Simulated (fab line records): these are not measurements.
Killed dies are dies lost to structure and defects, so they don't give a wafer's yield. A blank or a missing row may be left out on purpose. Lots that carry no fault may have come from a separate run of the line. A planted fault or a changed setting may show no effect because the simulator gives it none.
fab line records ; flow n5-finfet
[record] lots = 4; wafers = 12; last-day = 17
route steps=1938 shown BEOL_M6@1210
lots with no fault: from the same line, run without faults
start-h: start of the lot's first displayed wafer, in hours after the record's first day ; wait-h: hours from the lot's prior step to this one ; " repeats the value in the row above ; L1.1+2: one row covering several wafers at once ; - value missing, or start not given ; * or withheld: withheld ; < > ~ a bound
route shown NAME@n: NAME is a module with steps in the file, n the number in the route of the first one ; usual: mean/standard deviation of fault-free wafers ; same: alike in all rows ; chamber/n: place in a boat ; sites: per-site readings ; _std_site: standard deviation of those values ; _edge_site: inner sites' mean taken away from outer sites' mean ; radius-mm: for every site, how far away it sits from the centre of the wafer ; mask NAME#n: copy n ; behind: tool/chamber where the wafer was last shaped ; hold: why the lot was held/for how many hours/how that ended ; device: whichever transistor did not switch (one of n, p or np) ; end of line: tests run on the same wafers once the route is complete ; for a step that has no rows: nothing shown but its recipe ; killed: count of dies lost to structure and defects at first sort (not the wafer's yield) ; map: the dies of a wafer, with x for killed, . for not killed, _ for no die there
set.NAME: the setting the step ran with; set.NAME@STEP: the setting that earlier step ran with ; model.NAME: the simulator's own value behind a step, which no gauge read
certain route steps with their lots: each step a table, each wafer a row
services: from which hour (start-h, from the record's first day; less than 0 if before it) a tool's chamber was out of use, for how many hours, and why
[[steps]]
[step N5_BEOL_M6_DESCUM_16]
[recipe] chemistry = O2; time-s = 7.9; source-power-w = 50; bias-power-w = 20; pressure-mtorr = 20; rf-frequency-hz = 2.712e+07; temp-c = 40; resist = CAR-ArF; o2-flow-sccm = 225
[step N5_BEOL_M6_ETCH_61]
[recipe] chemistry = CF4; target = SiARC; target-depth-a = 455; mask-material = CAR-ArF; time-s = 75.8; ion-energy-ev = 80; pressure-mtorr = 40; source-w = 545; bias-w = 36; Ar_flow_sccm = 100; cf4-flow-sccm = 100; ends = cleared
[step N5_BEOL_M6_ETCH_62]
[recipe] chemistry = N2/H2; target = SOC; target-depth-a = 1100; overetch-a = 220; mask-material = SiARC; temp-c = 40; time-s = 165; ion-energy-ev = 200; pressure-mtorr = 30; source-w = 840; bias-w = 150; n2-flow-sccm = 200; h2-flow-sccm = 200
[step N5_BEOL_M6_STRIP_68]
[recipe] chemistry = N2/H2; temp-c = 40; n2-flow-sccm = 200; h2-flow-sccm = 200; rf-frequency-hz = 6e+07
[step N5_BEOL_M6_STRIP_67]
[recipe] chemistry = CF4; resist = SiARC; power-w = 300; bias-power-w = 75; pressure-mtorr = 50; cf4-flow-sccm = 150; rf-frequency-hz = 6e+07
[step N5_BEOL_M6_HM_OPEN_17]
[recipe] chemistry = Cl2/BCl3; target-depth-a = 200; overetch-a = 60; target = TiN; mask-material = SOC; ion-energy-ev = 150; pressure-mtorr = 10; icp-w = 1000; bias-w = 126; Cl2_flow_sccm = 53.25; bcl3-flow-sccm = 21.75; Ar_flow_sccm = 25
[step N5_BEOL_M6_STRIP_19]
[recipe] chemistry = O2; power-w = 400; temp-c = 40; pressure-mtorr = 30; rf-frequency-hz = 6e+07; bias-power-w = 0; overash-fraction = 0.2; o2-flow-sccm = 225
[step N5_BEOL_M6_COAT_63]
[recipe] resist = SOC; temp-c = 250; time-s = 60; spin-rpm = 1500; resist-thk-nm = 60
[step N5_BEOL_M6_COAT_64]
[recipe] resist = SiARC; temp-c = 220; time-s = 60; spin-rpm = 1500; resist-thk-nm = 12
[step N5_BEOL_M6_COAT_71]
[recipe] resist = underlayer; temp-c = 205; time-s = 60; spin-rpm = 1500; resist-thk-nm = 5
[usual] plate-temp-C = 204.98/0.16; spin-speed-rpm = 1499.7/0.99
[same] time-s = 60
lot.wafer;tool;chamber;start-h;wait-h;plate-temp-C;spin-speed-rpm;model.underlayer_of_BEOL_M6_COAT_71.thk-nm
L164.1;litho-track-02;0;223.00;-;205.01;1248.1;5.6
L164.4;litho-track-02;0;223.00;-;204.98;1247.9;5.4
L164.5;litho-track-02;0;223.00;-;204.86;1249.7;5.4
L165.2;litho-track-02;0;235.49;-;205.18;1247.3;5.6
L165.4;litho-track-02;0;235.49;-;205.02;1248.2;5.4
L165.5;litho-track-02;0;235.49;-;205.23;1249.1;5.6
L177.3;litho-track-03;0;304.96;-;205.13;1499.8;5
L177.4;litho-track-03;0;304.96;-;205.13;1499.6;5
L177.6;litho-track-03;0;304.96;-;204.94;1499.1;5
L179.2;litho-track-02;0;307.96;-;204.50;1500.6;5
L179.4;litho-track-02;0;307.96;-;204.69;1500.9;5
L179.5;litho-track-02;0;307.96;-;204.96;1499.0;5
[step N5_BEOL_M6_COAT_22]
[recipe] resist = CAR-EUV; spin-rpm = 1500; resist-thk-nm = 30
[step N5_BEOL_M6_EBR_24]
[recipe] solvent = PGMEA; ebr-width-mm = 1.5
[step N5_BEOL_M6_SOFTBAKE_23]
[recipe] temp-c = 110; time-s = 60; resist = CAR-EUV
[step N5_BEOL_M6_EXPOSE_25]
[recipe] mask-id = V5; na = 0.33; source-shape = annular; sigma-inner = 0.4; sigma-outer = 0.8; polarization = unpolarized; target-cd-nm = 40; dose-mj = 45
[step N5_BEOL_M6_PEB_26]
[recipe] peb-temp-c = 100; peb-time-s = 60; resist = CAR-EUV
[step N5_BEOL_M6_DEVELOP_27]
[recipe] develop-time-s = 30; developer = TMAH; resist = CAR-EUV; rinse-liquid = surfactant-rinse; dry = air-spin; dev-temp-c = 23
[step N5_BEOL_M6_DESCUM_33]
[recipe] chemistry = O2; time-s = 7; source-power-w = 50; bias-power-w = 20; pressure-mtorr = 20; rf-frequency-hz = 2.712e+07; temp-c = 40; resist = CAR-EUV; o2-flow-sccm = 225
[step N5_BEOL_M6_ETCH_72]
[recipe] chemistry = N2/H2; target = underlayer; target-depth-a = 65; mask-material = CAR-EUV; time-s = 5.2; ion-energy-ev = 200; pressure-mtorr = 30; source-w = 840; bias-w = 150; n2-flow-sccm = 200; h2-flow-sccm = 200; ends = cleared
[usual] drypump-motor-current-A = 5.65/0.29; etch-rf-on-time-s = 5.19/0.14; oes-product-au = 0.64/0.078; rf-vpp-V = 523.9/2.7; showerhead-plenum-p-Torr = 2.55/0.087; throttle-valve-pct = 17.96/0.27
lot.wafer;tool;chamber;start-h;wait-h;drypump-motor-current-A;etch-rf-on-time-s;oes-product-au;rf-hours-counter-h;rf-vpp-V;showerhead-plenum-p-Torr;throttle-valve-pct;model.etch.depth-nm
L164.1;rie-diel-02;2;223.83;0.0;5.39;5.67;0.60;242;521.8;2.51;17.85;5.508
L164.4;rie-diel-02;0;223.83;0.0;5.63;6.11;0.57;-;519.8;2.50;17.75;5.493
L164.5;rie-diel-02;2;223.83;0.0;5.39;5.58;0.61;-;522.4;2.51;17.87;5.496
L165.2;rie-diel-03;3;235.99;0.0;5.92;5.81;0.71;70;526.0;2.69;17.80;5.504
L165.4;rie-diel-03;0;235.99;0.0;5.55;5.68;0.64;170;520.5;2.45;18.14;5.488
L165.5;rie-diel-03;1;235.99;0.0;5.30;5.64;0.59;-;526.9;2.62;17.95;5.502
L177.3;rie-diel-03;1;305.39;0.0;5.30;5.10;0.57;239;525.4;2.61;18.03;4.982
L177.4;rie-diel-03;2;305.39;0.0;6.11;5.17;0.79;5;523.1;2.50;17.53;4.988
L177.6;rie-diel-03;3;305.39;0.0;5.93;5.29;0.68;-;526.5;2.67;17.85;4.993
L179.2;rie-diel-06;3;308.90;0.0;5.18;5.14;0.61;215;519.1;2.41;17.70;5.024
L179.4;rie-diel-06;0;308.90;0.0;5.80;5.10;0.60;-;527.1;2.63;18.12;5.015
L179.5;rie-diel-06;2;308.90;0.0;6.26;5.08;0.74;-;527.3;2.70;17.64;5.005
[step N5_BEOL_M6_ETCH_65]
[recipe] chemistry = CF4; target = SiARC; target-depth-a = 156; mask-material = CAR-EUV; time-s = 26; ion-energy-ev = 80; pressure-mtorr = 40; source-w = 545; bias-w = 36; Ar_flow_sccm = 100; cf4-flow-sccm = 100; ends = cleared
[[services]]
tool;chamber;start-h;hours;kind
rie-diel-03;3;225.89;3.9;repair
rie-diel-02;2;241.87;-;clean
rie-diel-02;2;241.87;-;consumable-replace:focus-ring
rie-diel-02;2;241.87;24.2;scheduled-down
rie-diel-02;2;241.87;24.2;vent-cycle
rie-diel-03;2;256.56;-;clean
rie-diel-03;2;256.56;-;consumable-replace:focus-ring
rie-diel-03;2;256.56;32.4;scheduled-down
rie-diel-03;2;256.56;32.4;vent-cycle
rie-diel-06;2;279.68;6.7;repair
rie-diel-02;0;290.62;-;clean
rie-diel-02;0;290.62;-;consumable-replace:focus-ring
rie-diel-02;0;290.62;26.0;scheduled-down
rie-diel-02;0;290.62;26.0;vent-cycle
rie-diel-06;1;303.13;-;clean
rie-diel-06;1;303.13;-;consumable-replace:focus-ring
rie-diel-06;1;303.13;17.1;scheduled-down
rie-diel-06;1;303.13;17.1;vent-cycle
[[key]]
[first-sign] step = N5_BEOL_M6_COAT_71; reading = spin-speed-rpm; direction = down; sigmas = 99+; usual = *; struck = *
[effect] step = N5_BEOL_M6_ETCH_72; reading = etch-rf-on-time-s; direction = up; sigmas = 3.9; usual = *; struck = *
[model-effect] step = N5_BEOL_M6_COAT_71; value = underlayer_of_BEOL_M6_COAT_71.thk-nm; without = 5; struck = 5.5
[model-effect] step = N5_BEOL_M6_ETCH_72; value = etch.depth-nm; without = 5.016; struck = 5.498
met-at N5_BEOL_M6_COAT_71
struck-wafers L164.1,L164.4,L164.5,L165.2,L165.4,L165.5
[fault] kind = process-parameter-drift; tool = litho-track-02; chamber = -; onset-h = 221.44; steps = N5_BEOL_M6_COAT_71; channel = spin-rpm; offset = *; shape = step; end-h = 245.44; acts-in = *; stated = *
